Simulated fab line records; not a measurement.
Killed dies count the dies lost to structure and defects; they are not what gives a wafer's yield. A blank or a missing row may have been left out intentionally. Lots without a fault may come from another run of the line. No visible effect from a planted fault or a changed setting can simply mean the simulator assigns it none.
What tool caused it? + flow nand-harc + 13 lots with 39 wafers sampled at 6 steps, on a route of 1302 steps

## WHAT THE GAUGES SHOWED, per wafer
NHARC_A_ONON_D2_THK_MEAS_02: measures by ellipsometry.
| lot  | measured     | on            | thk-nm (nm)    |
|------|--------------|---------------|----------------|
| L352 | day 12 11:25 | film-metro-02 | 995 995 994    |
| L354 | day 13 08:13 | film-metro-02 | 999 999 997    |
| L355 | day 13 13:54 | film-metro-01 | 995 994 993    |
| L356 | day 14 06:33 | film-metro-02 | 1002 1001 1001 |
| L359 | day 15 11:56 | film-metro-01 | 982 983 981    |
| L358 | day 15 12:22 | film-metro-01 | 995 994 995    |
| L362 | day 16 21:23 | film-metro-01 | 977 976 976    |
| L364 | day 17 02:58 | film-metro-01 | 981 980 981    |
| L369 | day 19 14:09 | film-metro-02 | 996 995 998    |
| L371 | day 21 01:06 | film-metro-01 | 999 999 1001   |
| L372 | day 21 01:08 | film-metro-01 | 1005 1006 1007 |
| L373 | day 21 06:38 | film-metro-01 | 983 985 983    |
| L375 | day 21 20:41 | film-metro-01 | 1009 1010 1009 |

NHARC_A_ONON_D2_THK_MEAS_14: measures by ellipsometry.
| lot  | measured     | on            | thk-nm (nm)    |
|------|--------------|---------------|----------------|
| L352 | day 12 13:41 | film-metro-02 | 994 992 993    |
| L354 | day 13 10:30 | film-metro-01 | 1005 1006 1005 |
| L355 | day 13 16:09 | film-metro-02 | 989 989 989    |
| L356 | day 14 09:05 | film-metro-02 | 1005 1004 1004 |
| L359 | day 15 14:11 | film-metro-02 | 1003 1005 1006 |
| L358 | day 15 14:38 | film-metro-01 | 1002 1001 1002 |
| L362 | day 16 23:39 | film-metro-01 | 1014 1014 1015 |
| L364 | day 17 05:13 | film-metro-01 | 1006 1004 1005 |
| L369 | day 19 16:26 | film-metro-01 | 1009 1011 1009 |
| L371 | day 21 03:22 | film-metro-01 | 1019 1019 1020 |
| L372 | day 21 03:25 | film-metro-02 | 1000 999 1001  |
| L373 | day 21 08:54 | film-metro-02 | 980 983 981    |
| L375 | day 21 22:57 | film-metro-01 | 996 997 996    |

NHARC_A_ONON_D2_THK_MEAS_30: measures by ellipsometry.
| lot  | measured     | on            | thk-nm (nm)    |
|------|--------------|---------------|----------------|
| L352 | day 13 00:14 | film-metro-01 | 1007 1003 1006 |
| L354 | day 13 20:09 | film-metro-01 | 993 994 993    |
| L355 | day 14 02:08 | film-metro-01 | 994 994 994    |
| L356 | day 14 19:02 | film-metro-02 | 1011 1012 1010 |
| L359 | day 16 00:12 | film-metro-01 | 979 979 978    |
| L358 | day 16 00:11 | film-metro-02 | 1000 1000 1000 |
| L362 | day 17 09:50 | film-metro-01 | 938 940 939    |
| L364 | day 17 14:49 | film-metro-02 | 927 929 929    |
| L369 | day 20 02:47 | film-metro-02 | 994 993 994    |
| L371 | day 21 13:10 | film-metro-02 | 1005 1006 1007 |
| L372 | day 21 13:10 | film-metro-01 | 1006 1009 1010 |
| L373 | day 21 19:44 | film-metro-02 | 995 996 995    |
| L375 | day 22 08:37 | film-metro-01 | 979 977 979    |

NHARC_END_SORT_01.
| lot  | measured     | on        | killed-at-array | killed-at-other | killed-at-periphery | killed-dies | killed-open | killed-short |
|------|--------------|-----------|-----------------|-----------------|---------------------|-------------|-------------|--------------|
| L352 | day 24 20:38 | prober-02 | 44 66 57        | 0 2 2           | 9 4 4               | 53 72 63    | 2 3 1       | 4 2 3        |
| L354 | day 25 03:10 | prober-01 | 45 41 38        | 0 0 0           | 5 3 3               | 50 44 41    | 4 2 4       | 3 3 5        |
| L355 | day 25 05:16 | prober-02 | 28 45 31        | 0 1 0           | 1 4 2               | 29 50 33    | 1 5 6       | 2 7 1        |
| L371 | day 32 22:50 | prober-02 | 63 51 61        | 3 1 1           | 1 5 2               | 67 57 64    | 2 4 5       | 0 3 2        |
| L375 | day 33 05:45 | prober-02 | 72 49 75        | 0 1 0           | 5 3 4               | 77 53 79    | 3 2 3       | 2 1 4        |

## WHICH TOOL RAN EACH LOT (tool, then ch and the chambers of the sampled wafers, then the start)
| lot  | NHARC_A_ONON_D2_DEP_28           | NHARC_A_CHANNEL_HOLE_D2_DEP_01  |
|------|----------------------------------|---------------------------------|
| L352 | pecvd-onon-01 ch 0, day 12 23:43 | pecvd-03 ch 0,2, day 13 07:02   |
| L354 | pecvd-onon-03 ch 0, day 13 19:41 | pecvd-03 ch 1,2, day 14 05:10   |
| L355 | pecvd-onon-03 ch 0, day 14 01:41 | pecvd-04 ch 1,2, day 14 07:53   |
| L356 | pecvd-onon-03 ch 0, day 14 18:32 | pecvd-01 ch 0,1, day 14 21:46   |
| L359 | pecvd-onon-01 ch 0, day 15 23:45 | pecvd-04 ch 0,2, day 16 05:49   |
| L358 | pecvd-onon-03 ch 0, day 15 23:44 | pecvd-03 ch 0,1, day 16 05:12   |
| L362 | pecvd-onon-03 ch 0, day 17 09:19 | pecvd-04 ch 0,2, day 17 12:22   |
| L364 | pecvd-onon-03 ch 0, day 17 14:18 | pecvd-04 ch 0,2, day 17 18:37   |
| L369 | pecvd-onon-04 ch 0, day 20 02:19 | pecvd-01 ch 0,1, day 20 05:26   |
| L371 | pecvd-onon-03 ch 0, day 21 12:43 | pecvd-01 ch 0,1,2, day 21 15:40 |
| L372 | pecvd-onon-01 ch 0, day 21 12:43 | pecvd-03 ch 1,2, day 21 15:41   |
| L373 | pecvd-onon-01 ch 0, day 21 19:13 | pecvd-04 ch 1,2, day 21 22:18   |
| L375 | pecvd-onon-04 ch 0, day 22 08:06 | pecvd-04 ch 0,1,2, day 22 12:04 |
- NHARC_A_ONON_D2_DEP_28: target thk 1000 nm.
- NHARC_A_CHANNEL_HOLE_D2_DEP_01: deposits SiON, target thk 140 nm.

## WHAT THE TOOLS THEMSELVES READ (means of the sampled wafers that have a number; where no wafer has one, the mark that the record gives instead)
NHARC_A_ONON_D2_DEP_28.
| lot  | tool          | susceptor-temp-C (C) |
|------|---------------|----------------------|
| L352 | pecvd-onon-01 | 400.01               |
| L354 | pecvd-onon-03 | 399.82               |
| L355 | pecvd-onon-03 | 400.07               |
| L356 | pecvd-onon-03 | 400.05               |
| L359 | pecvd-onon-01 | 399.86               |
| L358 | pecvd-onon-03 | 400.16               |
| L362 | pecvd-onon-03 | 400.44               |
| L364 | pecvd-onon-03 | 399.81               |
| L369 | pecvd-onon-04 | 399.86               |
| L371 | pecvd-onon-03 | 399.83               |
| L372 | pecvd-onon-01 | 400.01               |
| L373 | pecvd-onon-01 | 399.91               |
| L375 | pecvd-onon-04 | 399.96               |

NHARC_A_CHANNEL_HOLE_D2_DEP_01.
| lot  | tool     | heater-power-w (W) | susceptor-temp-C (C) |
|------|----------|--------------------|----------------------|
| L352 | pecvd-03 | 761                | 400.10               |
| L354 | pecvd-03 | 742                | 400.13               |
| L355 | pecvd-04 | 821                | 399.97               |
| L356 | pecvd-01 | 820                | 400.34               |
| L359 | pecvd-04 | 756                | 400.14               |
| L358 | pecvd-03 | 789                | 399.96               |
| L362 | pecvd-04 | 851                | 399.70               |
| L364 | pecvd-04 | 820                | 399.82               |
| L369 | pecvd-01 | 704                | 400.01               |
| L371 | pecvd-01 | 731                | 399.85               |
| L372 | pecvd-03 | 807                | 399.91               |
| L373 | pecvd-04 | 713                | 399.98               |
| L375 | pecvd-04 | 815                | 399.87               |

## THE ANSWER, worked out from the rows above alone
Rule: the lots themselves supply what counts as usual. Put in order of their means at a reading, lots are off if they are a third of the lots or fewer, leave a main group of 4 or more, and stand apart from it by a gap of 3 or more times the standard deviation of the main group's means; of several such gaps the widest counts. The tables above print the reading to a certain number of digits; a main group whose means all agree to those digits is not used. A lot without any number at a reading at which 4 lots or more have one is off too. The other lots that the step has rows for count as sound. Order of review: gauges by route order, followed by the tools' own readings, for which a lot's mean as printed above is used. At the first step where some lot is off, the reading lying furthest off is the one used; lots without a number count as furthest.
Off, at NHARC_A_ONON_D2_THK_MEAS_30 on thk-nm: L362, L364. The main group has a mean of 997 nm with a standard deviation of 10.
A tool fits if, at a process step before that reading, it ran every lot that is off, and no sound lot after the first of them. Gauges at NHARC_A_ONON_D2_THK_MEAS_30: tried the same way as those tools. Not one of the candidates tried fits.

## WHAT THE SIMULATOR HAD INSERTED
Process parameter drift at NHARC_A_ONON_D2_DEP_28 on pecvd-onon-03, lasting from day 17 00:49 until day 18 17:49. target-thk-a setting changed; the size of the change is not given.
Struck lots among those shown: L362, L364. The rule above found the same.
